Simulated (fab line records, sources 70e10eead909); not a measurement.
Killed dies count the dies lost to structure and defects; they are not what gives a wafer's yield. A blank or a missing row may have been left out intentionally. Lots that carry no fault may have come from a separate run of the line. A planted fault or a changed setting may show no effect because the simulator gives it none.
fab line records + flow nand_harc + part 2 of 2: steps 20 to 33 of 33
record
- lots=5
- wafers=15
- last_day=34
route steps=1302 shown A_CONTACT@1083 A_BLC@1107
lots that met no fault: from a run of the same line without faults
start_h: start of the lot's first displayed wafer, in hours after the record's first day + wait_h: hours since the lot's step before + " identical to the entry in the row above + L1.1+2: a single row standing in for several wafers + - either no value or no given start + * or withheld: withheld + < > ~ a bound
route shown NAME@n: NAME is a module with steps in the file, n the number in the route of the first one + usual: average and standard deviation across the fault-free wafers + same: alike in all rows + chamber/n: place in a boat + sites: each site's reading + _std_site: how widely they spread, as a standard deviation + _edge_site: the outer-site mean with the inner-site mean subtracted + radius_mm: for every site, how far away it sits from the centre of the wafer + mask NAME#n: copy n + behind: the most recent tool/chamber to have shaped the wafer + hold: cause of the lot's hold/its duration in hours/its outcome + device: the transistor (n, p or np) that didn't switch + end of line: tests of these same wafers at the route's end + a step with no rows: only its recipe + killed: the dies lost at the first sort to structure and to defects; this is not the yield of the wafer + map: dies across one wafer; x = killed, . = not, _ = none there
set.NAME: the setting that was run; set.NAME@STEP: the one run at that earlier step + model.NAME: the simulator's own value behind a step, which no gauge read
certain route steps with their lots: each step a table, each wafer a row
services: when a tool's chamber went out of use (start_h, in hours from the record's first day, below 0 if earlier), for how many hours, and the reason
## steps
# step NHARC_A_CONTACT_CVD_19
# recipe
- target_thk_a=3000
- temp_c=300
- pressure_torr=40
- wf6_flow_sccm=40
- h2_flow_sccm=1600
- ar_flow_sccm=1560
- time_s=802
- material=W
# usual
- heater_power_w=471/35
- throttle_valve_pct=7.80/0.26
| lot.wafer | tool     | chamber | start_h | wait_h | heater_power_w | since_wet_clean_h | throttle_valve_pct |
|-----------|----------|---------|---------|--------|----------------|-------------------|--------------------|
| L090.2    | cvd_w-02 | 0       | -       | -      | 479            | 19                | 7.71               |
| L090.3    | "        | 0       | "       | "      | 492            | -                 | 7.93               |
| L090.6    | "        | 0       | "       | "      | 490            | -                 | 7.58               |
| L093.1    | cvd_w-01 | 0       | -       | -      | 523            | 149               | 8.10               |
| L093.2    | "        | 1       | "       | "      | 442            | 149               | 7.73               |
| L093.6    | "        | 0       | "       | "      | 517            | -                 | 8.08               |
| L094.1    | cvd_w-01 | 0       | -       | -      | 507            | 156               | 8.40               |
| L094.6    | "        | 0       | "       | "      | 508            | -                 | 8.43               |
| L094.5    | "        | 1       | "       | "      | 432            | -                 | 7.80               |
| L095.1    | cvd_w-02 | 0       | -       | -      | 482            | 52                | 7.95               |
| L095.2    | "        | 1       | "       | "      | 433            | 52                | 7.51               |
| L095.3    | "        | 1       | "       | "      | 438            | -                 | 7.44               |
| L097.1    | cvd_w-02 | 0       | -       | -      | 479            | 88                | 7.72               |
| L097.2    | "        | 1       | "       | "      | 436            | 88                | 7.49               |
| L097.6    | "        | 0       | "       | "      | 497            | -                 | 7.88               |
# step NHARC_A_CONTACT_CMP_20
# recipe
- t_overpolish_s=30
- target_thk_nm=300
# usual
- motor_current_A=12.1/1.2
- overpolish_run_s=29.999/0.0096
- time_to_endpoint_s=60/3.2
| lot.wafer | tool   | chamber | start_h | wait_h | motor_current_A | overpolish_run_s | time_to_endpoint_s |
|-----------|--------|---------|---------|--------|-----------------|------------------|--------------------|
| L090.3    | cmp-01 | 0       | 688.53  | 0.4    | 12.3            | 30.002           | 57                 |
| L090.2    | "      | 1       | "       | "      | 14.8            | 30.016           | 54                 |
| L090.6    | "      | 1       | "       | "      | 14.8            | 29.971           | 55                 |
| L093.2    | cmp-02 | 3       | 709.91  | 0.6    | 12.2            | 29.983           | 60                 |
| L093.1    | "      | 1       | "       | "      | 13.6            | 30.010           | 65                 |
| L093.6    | "      | 0       | "       | "      | 11.6            | 30.011           | 57                 |
| L094.1    | cmp-01 | 0       | 717.05  | 0.8    | 12.6            | 29.992           | 57                 |
| L094.5    | "      | 2       | "       | "      | 10.7            | 29.995           | 62                 |
| L094.6    | "      | 3       | "       | "      | 11.9            | 30.014           | 59                 |
| L095.1    | cmp-04 | 2       | 722.41  | 0.8    | 12.1            | 30.014           | 60                 |
| L095.2    | "      | 3       | "       | "      | 12.4            | 30.005           | 61                 |
| L095.3    | "      | 0       | "       | "      | 10.1            | 29.998           | 64                 |
| L097.1    | cmp-04 | 3       | 757.73  | 0.8    | 12.5            | 29.993           | 62                 |
| L097.2    | "      | 1       | "       | "      | 11.7            | 29.998           | 55                 |
| L097.6    | "      | 3       | "       | "      | 12.1            | 30.012           | 58                 |
# step NHARC_A_CONTACT_SRD_22
| lot.wafer  | tool         | chamber | start_h | wait_h |
|------------|--------------|---------|---------|--------|
| L090.6+3+2 | wet_bench-05 | 7,0,1   | 688.86  | 0.0    |
| L093.2+1+6 | wet_bench-05 | 4,6,0   | 710.24  | 0.0    |
| L094.5+1+6 | wet_bench-07 | 6,7,2   | 717.33  | 0.0    |
| L095.2+1+3 | wet_bench-07 | 2,3,7   | 722.71  | 0.0    |
| L097.2+1+6 | wet_bench-06 | 1,2,6   | 758.05  | 0.0    |
# step NHARC_A_CONTACT_INSPECT_23
# usual
- raw_defect_count=496/140
| lot.wafer | tool              | chamber | start_h | wait_h | raw_defect_count |
|-----------|-------------------|---------|---------|--------|------------------|
| L090.2    | defect_inspect-02 | -       | 688.93  | 0.1    | 384              |
| L090.3    | "                 | -       | "       | "      | 305              |
| L090.6    | "                 | -       | "       | "      | 330              |
| L093.1    | defect_inspect-01 | -       | 710.32  | 0.1    | 547              |
| L093.2    | "                 | -       | "       | "      | 515              |
| L093.6    | "                 | -       | "       | "      | 574              |
| L094.1    | defect_inspect-02 | -       | 717.41  | 0.1    | 430              |
| L094.5    | "                 | -       | "       | "      | 488              |
| L094.6    | "                 | -       | "       | "      | 469              |
| L095.1    | defect_inspect-02 | -       | 722.80  | 0.1    | 377              |
| L095.2    | "                 | -       | "       | "      | 403              |
| L095.3    | "                 | -       | "       | "      | 366              |
| L097.1    | defect_inspect-01 | -       | 758.13  | 0.1    | 608              |
| L097.2    | "                 | -       | "       | "      | 586              |
| L097.6    | "                 | -       | "       | "      | 773              |
# step NHARC_A_BLC_DEHYDRATE_00
# recipe
- temp_c=150
- time_s=120
# usual
- heater_power_total_W=182.5/1.3
| lot.wafer | tool           | chamber | start_h | wait_h | heater_power_total_W |
|-----------|----------------|---------|---------|--------|----------------------|
| L090.2    | litho_track-04 | 0       | 688.98  | 0.1    | 181.8                |
| L090.3    | "              | 0       | "       | "      | 183.4                |
| L090.6    | "              | 0       | "       | "      | 180.8                |
| L093.1    | litho_track-04 | 0       | 710.38  | 0.1    | 184.6                |
| L093.2    | "              | 0       | "       | "      | 183.6                |
| L093.6    | "              | 0       | "       | "      | 184.8                |
| L094.1    | litho_track-04 | 0       | 717.47  | 0.1    | 183.5                |
| L094.5    | "              | 0       | "       | "      | 181.4                |
| L094.6    | "              | 0       | "       | "      | 183.9                |
| L095.1    | litho_track-01 | 0       | 722.85  | 0.1    | 184.8                |
| L095.2    | "              | 0       | "       | "      | 182.4                |
| L095.3    | "              | 0       | "       | "      | 180.9                |
| L097.1    | litho_track-06 | 0       | 758.19  | 0.1    | 184.6                |
| L097.2    | "              | 0       | "       | "      | 181.7                |
| L097.6    | "              | 0       | "       | "      | 182.1                |
# step NHARC_A_BLC_HMDS_01
# recipe
- time_s=30
| lot.wafer  | tool           | chamber | start_h | wait_h |
|------------|----------------|---------|---------|--------|
| L090.2+3+6 | litho_track-04 | 0       | -       | -      |
| L093.1+2+6 | litho_track-04 | 0       | -       | -      |
| L094.1+5+6 | litho_track-04 | 0       | -       | -      |
| L095.1+2+3 | litho_track-01 | 0       | -       | -      |
| L097.1+2+6 | litho_track-06 | 0       | -       | -      |
# step NHARC_A_BLC_COAT_02
# recipe
- temp_c=260
- time_s=75
# usual
- heater_power_total_W=487.0/1.7
| lot.wafer | tool           | chamber | start_h | wait_h | heater_power_total_W |
|-----------|----------------|---------|---------|--------|----------------------|
| L090.2    | litho_track-04 | 0       | -       | -      | 485.0                |
| L090.3    | "              | 0       | "       | "      | 484.7                |
| L090.6    | "              | 0       | "       | "      | 485.1                |
| L093.1    | litho_track-04 | 0       | -       | -      | 484.8                |
| L093.2    | "              | 0       | "       | "      | 485.4                |
| L093.6    | "              | 0       | "       | "      | 486.2                |
| L094.1    | litho_track-04 | 0       | -       | -      | 485.2                |
| L094.5    | "              | 0       | "       | "      | 484.9                |
| L094.6    | "              | 0       | "       | "      | 484.7                |
| L095.1    | litho_track-01 | 0       | -       | -      | 488.2                |
| L095.2    | "              | 0       | "       | "      | 485.4                |
| L095.3    | "              | 0       | "       | "      | 485.9                |
| L097.1    | litho_track-06 | 0       | -       | -      | 488.9                |
| L097.2    | "              | 0       | "       | "      | 489.5                |
| L097.6    | "              | 0       | "       | "      | 486.7                |
# step NHARC_A_BLC_COAT_03
# recipe
- temp_c=225
- time_s=65
# usual
- heater_power_total_W=446.9/2
| lot.wafer | tool           | chamber | start_h | wait_h | heater_power_total_W |
|-----------|----------------|---------|---------|--------|----------------------|
| L090.2    | litho_track-04 | 0       | -       | -      | 448.9                |
| L090.3    | "              | 0       | "       | "      | 444.1                |
| L090.6    | "              | 0       | "       | "      | 444.3                |
| L093.1    | litho_track-04 | 0       | -       | -      | 448.4                |
| L093.2    | "              | 0       | "       | "      | 444.2                |
| L093.6    | "              | 0       | "       | "      | 446.4                |
| L094.1    | litho_track-04 | 0       | -       | -      | 444.7                |
| L094.5    | "              | 0       | "       | "      | 446.6                |
| L094.6    | "              | 0       | "       | "      | 445.6                |
| L095.1    | litho_track-01 | 0       | -       | -      | 444.0                |
| L095.2    | "              | 0       | "       | "      | 449.5                |
| L095.3    | "              | 0       | "       | "      | 449.6                |
| L097.1    | litho_track-06 | 0       | -       | -      | 447.6                |
| L097.2    | "              | 0       | "       | "      | 448.5                |
| L097.6    | "              | 0       | "       | "      | 447.9                |
# step NHARC_A_BLC_COAT_04
# recipe
- spin_rpm=1500
- resist_thk_nm=90
| lot.wafer  | tool           | chamber | start_h | wait_h |
|------------|----------------|---------|---------|--------|
| L090.2+3+6 | litho_track-04 | 0       | -       | -      |
| L093.1+2+6 | litho_track-04 | 0       | -       | -      |
| L094.1+5+6 | litho_track-04 | 0       | -       | -      |
| L095.1+2+3 | litho_track-01 | 0       | -       | -      |
| L097.1+2+6 | litho_track-06 | 0       | -       | -      |
# step NHARC_A_BLC_SOFTBAKE_05
# recipe
- temp_c=105
- time_s=55
# usual
- heater_power_total_W=188.46/0.15
| lot.wafer | tool           | chamber | start_h | wait_h | heater_power_total_W |
|-----------|----------------|---------|---------|--------|----------------------|
| L090.2    | litho_track-04 | 0       | -       | -      | 188.37               |
| L090.3    | "              | 0       | "       | "      | 188.49               |
| L090.6    | "              | 0       | "       | "      | 188.36               |
| L093.1    | litho_track-04 | 0       | -       | -      | 188.31               |
| L093.2    | "              | 0       | "       | "      | 188.35               |
| L093.6    | "              | 0       | "       | "      | 188.32               |
| L094.1    | litho_track-04 | 0       | -       | -      | 188.52               |
| L094.5    | "              | 0       | "       | "      | 188.27               |
| L094.6    | "              | 0       | "       | "      | 188.42               |
| L095.1    | litho_track-01 | 0       | -       | -      | 188.42               |
| L095.2    | "              | 0       | "       | "      | 188.36               |
| L095.3    | "              | 0       | "       | "      | 188.75               |
| L097.1    | litho_track-06 | 0       | -       | -      | 188.72               |
| L097.2    | "              | 0       | "       | "      | 188.34               |
| L097.6    | "              | 0       | "       | "      | 188.57               |
# step NHARC_A_BLC_EBR_06
| lot.wafer  | tool           | chamber | start_h | wait_h |
|------------|----------------|---------|---------|--------|
| L090.2+3+6 | litho_track-04 | 0       | -       | -      |
| L093.1+2+6 | litho_track-04 | 0       | -       | -      |
| L094.1+5+6 | litho_track-04 | 0       | -       | -      |
| L095.1+2+3 | litho_track-01 | 0       | -       | -      |
| L097.1+2+6 | litho_track-06 | 0       | -       | -      |
# step NHARC_A_BLC_EXPOSE_07
# recipe
- na=1.35
- target_cd_nm=100
- dose_mj=67.97
- mask_id=A_BLC
| lot.wafer  | tool            | chamber | start_h | wait_h | mask    |
|------------|-----------------|---------|---------|--------|---------|
| L090.2+3+6 | arfi_scanner-01 | 0       | 689.30  | -      | A_BLC#0 |
| L093.1+2+6 | arfi_scanner-02 | 0       | 710.69  | -      | A_BLC#0 |
| L094.1+5+6 | arfi_scanner-03 | 0       | 717.78  | -      | A_BLC#0 |
| L095.1+2+3 | arfi_scanner-01 | 0       | 723.16  | -      | A_BLC#0 |
| L097.1+2+6 | arfi_scanner-03 | 0       | 758.50  | -      | A_BLC#0 |
# step NHARC_A_BLC_PEB_08
# recipe
- peb_temp_c=100
- peb_time_s=65
# usual
- heater_power_total_W=156.6/0.43
| lot.wafer | tool           | chamber | start_h | wait_h | heater_power_total_W |
|-----------|----------------|---------|---------|--------|----------------------|
| L090.2    | litho_track-04 | 0       | 689.35  | 0.1    | 157.0                |
| L090.3    | "              | 0       | "       | "      | 156.1                |
| L090.6    | "              | 0       | "       | "      | 156.4                |
| L093.1    | litho_track-01 | 0       | 710.75  | 0.1    | 156.5                |
| L093.2    | "              | 0       | "       | "      | 156.5                |
| L093.6    | "              | 0       | "       | "      | 156.3                |
| L094.1    | litho_track-01 | 0       | 717.84  | 0.1    | 156.0                |
| L094.5    | "              | 0       | "       | "      | 156.0                |
| L094.6    | "              | 0       | "       | "      | 156.1                |
| L095.1    | litho_track-06 | 0       | 723.23  | 0.1    | 156.6                |
| L095.2    | "              | 0       | "       | "      | 157.1                |
| L095.3    | "              | 0       | "       | "      | 157.0                |
| L097.1    | litho_track-06 | 0       | 758.56  | 0.1    | 156.8                |
| L097.2    | "              | 0       | "       | "      | 157.2                |
| L097.6    | "              | 0       | "       | "      | 157.0                |
# step NHARC_A_BLC_DEVELOP_09
# recipe
- develop_time_s=35
- dev_temp_c=23
| lot.wafer  | tool           | chamber | start_h | wait_h |
|------------|----------------|---------|---------|--------|
| L090.2+3+6 | litho_track-04 | 0       | -       | -      |
| L093.1+2+6 | litho_track-01 | 0       | -       | -      |
| L094.1+5+6 | litho_track-01 | 0       | -       | -      |
| L095.1+2+3 | litho_track-06 | 0       | -       | -      |
| L097.1+2+6 | litho_track-06 | 0       | -       | -      |
## services
| tool            | chamber | start_h | hours | kind   |
|-----------------|---------|---------|-------|--------|
| cvd_w-01        | -       | 660.19  | 0.8   | repair |
| arfi_scanner-01 | -       | 662.92  | 1.1   | repair |
| cmp-01          | -       | 675.50  | 4.0   | pm     |
| cvd_w-01        | -       | 679.27  | 2.3   | repair |
| litho_track-01  | -       | 680.00  | 7.0   | pm     |
| wet_bench-07    | -       | 687.73  | 7.3   | repair |
| arfi_scanner-03 | -       | 689.40  | 3.2   | repair |
| rie_diel-12     | 1       | 689.66  | 4.9   | repair |
| cvd_w-01        | -       | 696.52  | 0.5   | repair |
| cmp-04          | -       | 699.00  | 4.0   | pm     |
| litho_track-06  | -       | 704.00  | 7.0   | pm     |
| har_cap_etch-02 | -       | 707.21  | 0.6   | repair |
| cmp-01          | -       | 709.17  | 4.5   | repair |
| rie_diel-12     | 0       | 711.27  | 4.4   | repair |
| arfi_scanner-03 | -       | 712.00  | 4.0   | pm     |
| ald_metal-02    | 0       | 718.16  | 4.5   | repair |
| rie_diel-05     | 0       | 720.99  | 14.9  | repair |
| wet_bench-06    | -       | 721.82  | 8.0   | pm     |
| ald_metal-02    | 3       | 722.19  | 1.9   | repair |
| rie_diel-05     | 3       | 725.65  | 6.0   | repair |
| litho_track-04  | -       | 728.00  | 7.0   | pm     |
| rie_diel-12     | 3       | 747.75  | 8.6   | repair |
| rie_diel-02     | -       | 748.48  | 9.0   | pm     |
| har_cap_etch-02 | -       | 754.00  | 17.0  | pm     |
